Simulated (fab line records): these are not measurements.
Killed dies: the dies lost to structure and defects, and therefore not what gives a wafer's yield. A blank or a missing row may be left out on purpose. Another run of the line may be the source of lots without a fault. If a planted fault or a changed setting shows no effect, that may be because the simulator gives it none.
Matching of chambers | flow nand_harc | NHARC_A_SGD_CUT_ETCH_58 on rie_diel-13 has 4 sister chambers
The step etches the open film in CF4, target depth 39 nm, time 65 s. 18 wafers are shown with their chamber, then 9 later ones without.

## WAFERS, EACH WITH ITS CHAMBER
wafer  | chamber | drypump_motor_current_A (A) | showerhead_plenum_p_Torr (Torr) | rf_vpp_V (V)
L074.1 | 0       | 5.5                         | 1.81                            | 151.8
L074.3 | 3       | 5.0                         | 1.75                            | 150.5
L074.5 | 1       | 6.4                         | 1.73                            | 150.2
L078.2 | 2       | 5.4                         | 1.72                            | 151.4
L078.4 | 3       | 5.1                         | 1.75                            | 152.0
L078.6 | 2       | 5.4                         | 1.72                            | 151.4
L079.3 | 2       | 5.4                         | 1.72                            | 151.8
L079.5 | 0       | 5.5                         | 1.81                            | 152.4
L079.6 | 1       | 6.4                         | 1.72                            | 150.3
L084.1 | 0       | 5.5                         | 1.81                            | 152.6
L084.3 | 2       | 5.4                         | 1.72                            | 150.4
L084.5 | 2       | 5.4                         | 1.72                            | 150.7
L090.1 | 2       | 5.4                         | 1.72                            | 150.8
L090.2 | 3       | 5.1                         | 1.75                            | 151.5
L090.4 | 1       | 6.4                         | 1.72                            | 149.9
L088.1 | 0       | 5.5                         | 1.80                            | 152.8
L088.3 | 2       | 5.4                         | 1.72                            | 151.2
L088.5 | 2       | 5.4                         | 1.72                            | 150.4

SIGNATURES, as means of the wafers listed above
reading                  | chamber 0 | chamber 1 | chamber 2 | chamber 3 | scatter within a chamber
drypump_motor_current_A  | 5.500     | 6.400     | 5.400     | 5.067     | 0.0218
showerhead_plenum_p_Torr | 1.8075    | 1.7233    | 1.7200    | 1.7500    | 0.00318
rf_vpp_V                 | 152.400   | 150.133   | 151.012   | 151.333   | 0.511
Rule: a wafer lies at a distance from a chamber equal to the root of the sum of squares, over the readings, of (its reading less the chamber's mean, divided by the reading's scatter). The wafer belongs to the nearest chamber; if the next one is less than 2 further off, it can't be placed. How the scatter is found: for the shown wafers, subtract from each reading the mean of its chamber, square and add these, divide the total by (wafers less chambers), then take the root.

## WAFERS WITHOUT THEIR CHAMBER
wafer  | drypump_motor_current_A (A) | showerhead_plenum_p_Torr (Torr) | rf_vpp_V (V)
L092.4 | 5.4                         | 1.72                            | 151.3
L092.5 | 5.4                         | 1.72                            | 150.4
L092.6 | 5.1                         | 1.75                            | 151.4
L094.1 | 5.4                         | 1.72                            | 151.0
L094.4 | 5.1                         | 1.75                            | 150.2
L094.5 | 5.4                         | 1.72                            | 150.7
L096.1 | 6.4                         | 1.72                            | 151.7
L096.4 | 5.3                         | 1.72                            | 149.3
L096.6 | 5.4                         | 1.72                            | 151.5

## THE CHAMBER EACH PASSED THROUGH
wafer  | from the rows above | in truth
L092.4 | 2                   | 2
L092.5 | 2                   | 2
L092.6 | 3                   | 3
L094.1 | 2                   | 2
L094.4 | 3                   | 3
L094.5 | 2                   | 2
L096.1 | 1                   | 1
L096.4 | 2                   | 2
L096.6 | 2                   | 2
Correctly placed: 9 of 9. Can't be placed from these rows: 0. Placed wrongly: 0.
